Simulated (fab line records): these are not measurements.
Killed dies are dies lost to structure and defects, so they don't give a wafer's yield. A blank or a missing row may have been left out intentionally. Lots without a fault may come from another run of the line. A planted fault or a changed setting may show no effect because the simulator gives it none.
fab line records    flow n5Finfet
record lots=4  wafers=12  lastDay=17
route steps=1938 shown FIN_SAQP@149 FIN_CUT@154 BEOL_M4@1111
lots that met no fault: taken from a fault-free run of the same line
startH: the number of hours between the record's first day and the start of the first shown wafer of the lot    waitH: hours from the lot's prior step to this one    " the same as in the row above    L1.1+2: a single row standing in for several wafers    - no value present, or no start provided    * or withheld: withheld    < > ~ a bound
route shown NAME@n: names a module that has steps shown in the file, with the first one's number in the route    usual: mean and standard deviation over wafers with no fault    same: alike in all rows    chamber/n: place in a boat    sites: the reading at each site    _std_site: their standard deviation    _edge_site: the outer-site mean with the inner-site mean subtracted    radiusMm: for every site, how far away it sits from the centre of the wafer    mask NAME#n: copy n    behind: the tool/chamber that last shaped the wafer    hold: why the lot went on hold/how many hours it stayed there/how the hold came to an end    device: the transistor (n, p or np) that didn't switch    end of line: at the end of the route, the tests of the same wafers    step lacking rows: just its recipe    killed: dies lost to structure and defects at the first sort, not the wafer's yield    map: a wafer's dies, x killed, . not, _ none there
set.NAME: setting as actually run; set.NAME@STEP: the setting as run at that earlier step    model.NAME: the simulator's own value behind a step, which no gauge read
a table for each step, a row for each wafer; lots at some steps of the route
services: a tool's chamber out of use, with start hour (startH, from the record's first day; less than 0 if before it), hours out, and reason
## steps
# step N5_FIN_SAQP_PRECLEAN_38
# recipe chemistry=O3/DIW  timeS=45  tempC=22  o3Ppm=10
# step N5_FIN_SAQP_PRECLEAN_45
# recipe chemistry=dHF  timeS=10  dilution=500:1  tempC=25
# step N5_FIN_SAQP_SRD_39
# recipe dry=ipaMarangoni  timeS=30  tempC=23  rinseLiquid=diw
# step N5_FIN_CUT_COAT_18
# recipe resist=SOC  tempC=250  timeS=60  spinRpm=1500  resistThkNm=230
# step N5_FIN_CUT_COAT_19
# recipe resist=SiARC  tempC=220  timeS=60  spinRpm=1500  resistThkNm=20
# step N5_FIN_CUT_COAT_29
# recipe resist=underlayer  tempC=205  timeS=60  spinRpm=1500  resistThkNm=10
# step N5_FIN_CUT_COAT_02
# recipe resist=CAR-EUV  spinRpm=1500  resistThkNm=30
# step N5_FIN_CUT_EBR_04
# recipe solvent=PGMEA  ebrWidthMm=1.5
# step N5_FIN_CUT_SOFTBAKE_03
# recipe tempC=110  timeS=60  resist=CAR-EUV
# step N5_FIN_CUT_EXPOSE_05
# recipe maskId=FIN_CUT  na=0.33  sourceShape=annular  sigmaInner=0.35  sigmaOuter=0.8  polarization=unpolarized  doseMj=45.75
# usual exposureDoseMJCm2=45.8/0.33
lot.wafer  tool           chamber  startH  waitH  mask       exposureDoseMJCm2
L574.1     euvScanner-02  0        57.14   -      FIN_CUT#0  45.6
L574.4     "              0        "       "      FIN_CUT#0  45.6
L574.5     "              0        "       "      FIN_CUT#0  45.5
L579.3     euvScanner-02  0        89.56   -      FIN_CUT#0  41.8
L579.5     "              0        "       "      FIN_CUT#0  41.8
L579.6     "              0        "       "      FIN_CUT#0  41.8
L581.2     euvScanner-02  0        101.86  -      FIN_CUT#0  42.5
L581.3     "              0        "       "      FIN_CUT#0  42.4
L581.5     "              0        "       "      FIN_CUT#0  42.5
L589.2     euvScanner-01  0        148.28  -      FIN_CUT#0  46.3
L589.3     "              0        "       "      FIN_CUT#0  46.4
L589.4     "              0        "       "      FIN_CUT#0  46.3
# step N5_FIN_CUT_PEB_06
# recipe pebTempC=100  pebTimeS=60  resist=CAR-EUV
# step N5_FIN_CUT_DEVELOP_07
# recipe developTimeS=30  developer=TMAH  resist=CAR-EUV  rinseLiquid=surfactantRinse  dry=airSpin  devTempC=23
# step N5_FIN_CUT_CD_MEAS_08
# recipe targetCdNm=29.1  landingEnergyEv=500  detector=seInlens  polarity=opening
# usual cdNm=29.11/0.24
# same landingEnergyEv=500
lot.wafer  tool      chamber  startH  waitH  cdNm
L574.1     cdSem-03  0        57.28   -      29.26
L574.4     "         0        "       "      29.25
L574.5     "         0        "       "      29.17
L579.3     cdSem-02  0        89.69   -      27.69
L579.5     "         0        "       "      27.31
L579.6     "         0        "       "      27.17
L581.2     cdSem-01  0        101.99  -      27.94
L581.3     "         0        "       "      27.90
L581.5     "         0        "       "      27.50
L589.2     cdSem-02  0        148.41  -      29.08
L589.3     "         0        "       "      29.14
L589.4     "         0        "       "      28.86
# step N5_FIN_CUT_DESCUM_13
# recipe chemistry=O2  timeS=7  sourcePowerW=50  biasPowerW=20  pressureMtorr=20  rfFrequencyHz=2.712e+07  tempC=40  resist=CAR-EUV  o2FlowSccm=225
# step N5_FIN_CUT_ETCH_30
# recipe chemistry=N2/H2  target=underlayer  targetDepthA=130  maskMaterial=CAR-EUV  timeS=10.4  ionEnergyEv=200  pressureMtorr=30  sourceW=840  biasW=150  n2FlowSccm=200  h2FlowSccm=200  ends=cleared
# usual biasW=150.0/0.48  drypumpMotorCurrentA=5.7/0.44  etchRfOnTimeS=10.42/0.24  oesProductAu=0.65/0.049  rfVppV=524.2/2.9  showerheadPlenumPTorr=2.55/0.097  throttleValvePct=17.91/0.23
lot.wafer  tool        chamber  startH  waitH  biasW  drypumpMotorCurrentA  etchRfOnTimeS  oesProductAu  rfHoursCounterH  rfVppV  showerheadPlenumPTorr  throttleValvePct  model.FIN_CUT.cdOffsetNm
L574.1     rieDiel-06  3        57.43   0.0    149.5  6.2                   10.08          0.65          191              522.9   2.51                   17.89             0
L574.4     "           1        "       "      150.4  5.6                   10.34          0.70          87               520.6   2.39                   17.81             0
L574.5     "           3        "       "      150.0  6.2                   10.03          0.64          -                523.7   2.51                   17.89             0
L579.3     rieDiel-01  2        90.05   0.0    150.0  5.1                   10.72          0.65          122              527.9   2.65                   17.80             -1.8
L579.5     "           3        "       "      149.4  5.9                   10.61          0.59          -                523.5   2.52                   17.86             -1.6
L579.6     "           0        "       "      149.4  6.2                   10.68          0.61          -                520.7   2.41                   18.09             -1.6
L581.2     rieDiel-06  3        102.14  0.0    149.7  6.2                   9.88           0.65          203              522.5   2.51                   17.93             -1.2
L581.3     "           2        "       "      150.8  4.8                   10.37          0.60          241              519.2   2.40                   18.02             -1.6
L581.5     "           3        "       "      150.1  6.2                   9.78           0.64          -                523.6   2.51                   17.92             -1.2
L589.2     rieDiel-04  2        150.67  0.0    150.6  5.9                   10.51          0.73          45               525.0   2.57                   17.52             0.2
L589.3     "           0        "       "      149.2  5.4                   10.33          0.65          158              525.8   2.63                   17.82             0.2
L589.4     "           1        "       "      150.0  5.5                   10.03          0.62          212              526.6   2.63                   18.46             0
# step N5_FIN_CUT_ETCH_20
# recipe chemistry=CF4  target=SiARC  targetDepthA=260  maskMaterial=CAR-EUV  timeS=43.3  ionEnergyEv=80  pressureMtorr=40  sourceW=545  biasW=36  Ar_flow_sccm=100  cf4FlowSccm=100  ends=cleared
# step N5_FIN_CUT_ETCH_21
# recipe chemistry=N2/H2  target=SOC  targetDepthA=2190  overetchA=438  maskMaterial=SiARC  tempC=40  ionEnergyEv=100  biasW=61  timeS=523.5  pressureMtorr=30  sourceW=850  n2FlowSccm=200  h2FlowSccm=200
# step N5_FIN_CUT_STRIP_23
# recipe chemistry=N2/H2  tempC=40  n2FlowSccm=200  h2FlowSccm=200  rfFrequencyHz=6e+07
# step N5_FIN_CUT_STRIP_31
# recipe chemistry=N2/H2  tempC=40  n2FlowSccm=200  h2FlowSccm=200  rfFrequencyHz=6e+07
# step N5_FIN_CUT_STRIP_24
# recipe chemistry=CF4  resist=SiARC  powerW=300  biasPowerW=75  pressureMtorr=50  cf4FlowSccm=150  rfFrequencyHz=6e+07
# step N5_FIN_CUT_CUT_ETCH_26
# recipe chemistry=CH3F/O2  target=SiNx  targetDepthA=390  maskMaterial=SOC  timeS=55.7  pressureMtorr=30  sourceW=395  biasW=73  Ar_flow_sccm=150  CH3F_flow_sccm=30  O2_flow_sccm=20  ionEnergyEv=120
# step N5_FIN_CUT_CUT_ETCH_27
# recipe chemistry=CHF3/O2  target=SiO2  targetDepthA=40  maskMaterial=SOC  overetchA=20  timeS=4.9  pressureMtorr=30  sourceW=650  biasW=170  Ar_flow_sccm=200  CHF3_flow_sccm=50  O2_flow_sccm=5  ionEnergyEv=200
# step N5_FIN_CUT_PRECLEAN_35
# recipe timeS=13.3  tempC=45  pressureTorr=125  pHfTorr=3  pCoreactantTorr=25  chemistry=vHF
# step N5_FIN_CUT_CUT_ETCH_15
# recipe chemistry=HBr/Cl2/O2  target=Si  targetDepthA=1000  btTimeS=10  maskMaterial=SOC  timeS=42.4  ionEnergyEv=*  biasW=*  pressureMtorr=10  icpW=800  HBr_flow_sccm=150  Cl2_flow_sccm=80  O2_flow_sccm=12
# step N5_FIN_CUT_CUT_ETCH_28
# recipe chemistry=HBr/Cl2/O2  target=Si  targetDepthA=60  maskMaterial=SOC  timeS=2.4  ionEnergyEv=*  biasW=*  pressureMtorr=10  icpW=800  HBr_flow_sccm=150  Cl2_flow_sccm=80  O2_flow_sccm=12
# usual biasW=*  drypumpMotorCurrentA=5.8/0.32  oesProductAu=1.004/0.013  throttleValvePct=37.1/0.33
lot.wafer  tool      chamber  startH  waitH  biasW  drypumpMotorCurrentA  oesProductAu  rfHoursCounterH  throttleValvePct  model.FIN_CUT.cdOffsetNm
L574.1     rieSi-06  2        58.08   0.0    *      5.5                   0.990         42               37.0              -0.4
L574.4     "         0        "       "      *      6.0                   1.008         50               36.7              -0.6
L574.5     "         1        "       "      *      6.1                   1.019         -                37.2              -0.2
L579.3     rieSi-05  2        90.70   0.0    *      5.9                   1.004         95               37.1              -2.2
L579.5     "         3        "       "      *      6.1                   0.992         -                37.8              -2.4
L579.6     "         2        "       "      *      5.9                   1.002         -                37.1              -1.8
L581.2     rieSi-06  2        102.90  0.0    *      5.4                   0.988         43               37.0              -1.4
L581.3     "         1        "       "      *      6.1                   1.013         25               37.2              -1.2
L581.5     "         3        "       "      *      6.2                   0.992         -                36.8              -1
L589.2     rieSi-05  1        151.32  0.0    *      5.4                   0.989         129              37.5              0.2
L589.3     "         0        "       "      *      5.9                   1.022         28               36.9              -0.2
L589.4     "         3        "       "      *      6.1                   0.994         84               37.8              0
# step N5_FIN_CUT_STRIP_22
# recipe chemistry=N2/H2  powerW=500  tempC=40  pressureMtorr=50  rfFrequencyHz=6e+07  overashFraction=0.3  biasPowerW=8  h2Frac=0.5  n2FlowSccm=300  h2FlowSccm=300
# step N5_BEOL_M4_RC_MEAS_101
# usual DIBL_N=35.9/1.8  DIBL_P=36.2/2  IOFF_N=0.16/0.031  IOFF_P=0.22/0.041  ION_N=676/11  ION_P=465/8.5  SS_N=71.4/0.64  SS_P=73.2/0.7  VT_N=250/3.5  VT_P=-250/3.9
lot.wafer  tool       chamber  startH  waitH  DIBL_N[mV/V]  DIBL_P[mV/V]  IOFF_N[nA/um]  IOFF_P[nA/um]  ION_N[uA/um]  ION_P[uA/um]  SS_N[mV/dec]  SS_P[mV/dec]  VT_N[mV]  VT_P[mV]
L574.1     prober-02  0        214.72  0.0    33.6          33.3          0.11           0.15           660           449           70.8          72.5          256       -255
L574.4     "          0        "       "      36.3          36.2          0.16           0.19           682           464           72.5          74.1          248       -255
L574.5     "          0        "       "      35.6          34.8          0.15           0.18           665           453           71.9          72.7          248       -257
L579.3     prober-01  0        238.61  0.3    38.1          39.1          0.19           0.25           696           480           72.8          73.9          247       -248
L579.5     "          0        "       "      37.9          38.7          0.17           0.24           683           469           71.5          73.7          247       -252
L579.6     "          0        "       "      37.4          37.7          0.16           0.22           686           466           72.1          73.1          248       -247
L581.2     prober-02  0        243.96  0.2    36.5          37.8          0.20           0.26           692           469           71.7          73.9          247       -246
L581.3     "          0        "       "      35.1          36.4          0.16           0.23           681           473           71.8          74.0          252       -246
L581.5     "          0        "       "      34.5          35.5          0.15           0.21           673           468           71.6          74.1          250       -248
L589.2     prober-01  0        292.66  0.2    38.8          38.5          0.21           0.29           686           469           72.1          73.8          245       -246
L589.3     "          0        "       "      38.7          39.1          0.20           0.29           689           475           71.7          73.7          247       -246
L589.4     "          0        "       "      35.1          34.3          0.13           0.20           675           471           71.2          72.9          253       -250
## services
tool           chamber  startH  hours  kind
rieSi-06       -        45.60   5.3    repair
euvScanner-01  -        56.26   1.0    pm
rieDiel-04     0        62.99   3.1    repair
euvScanner-01  -        66.35   2.9    repair
euvScanner-02  -        69.24   1.0    pm
rieSi-05       3        70.34   8.0    repair
euvScanner-01  -        70.82   0.3    repair
euvScanner-01  0        71.70   -      calibration
euvScanner-02  -        71.76   5.8    pm
euvScanner-01  -        78.72   -      calibration
euvScanner-02  -        89.70   4.6    pm
rieDiel-01     0        107.52  8.7    repair
euvScanner-01  -        112.41  1.0    pm
euvScanner-02  -        123.46  1.0    pm
rieDiel-06     2        130.38  -      clean
rieDiel-06     2        130.38  -      consumableReplace:focusRing
rieDiel-06     2        130.38  -      consumableReplace:showerhead
rieDiel-06     2        130.38  17.2   scheduledDown
rieDiel-06     2        130.38  17.2   ventCycle
euvScanner-02  0        136.24  -      calibration
rieDiel-01     -        142.97  28.1   pm
## key
firstSign step=N5_FIN_CUT_EXPOSE_05  reading=exposureDoseMJCm2  direction=down  sigmas=11  usual=45.8  struck=42.1
effect step=N5_FIN_CUT_CD_MEAS_08  reading=cdNm  direction=down  sigmas=6.4  usual=29.11  struck=27.58  through=controlLoop
modelEffect step=N5_FIN_CUT_ETCH_30  value=FIN_CUT.cdOffsetNm  without=-0.2  struck=-1.5
modelEffect step=N5_FIN_CUT_CUT_ETCH_28  value=FIN_CUT.cdOffsetNm  without=-0.3667  struck=-1.667
metAt N5_FIN_CUT_EXPOSE_05
struckWafers L579.3,L579.5,L579.6,L581.2,L581.3,L581.5
loopTrim step=N5_FIN_CUT_EXPOSE_05  setting=dose  lots=L581
onsetBetween 57.14 89.56
fault kind=processParameterDrift  tool=euvScanner-02  chamber=-  onsetH=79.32  steps=N5_FIN_CUT_EXPOSE_05  channel=doseMj  offset=-3.817  shape=step  actsIn=theseRecipesOnly  stated=45.75
# loopTrim: a control loop set the setting to another value than it would have without faults
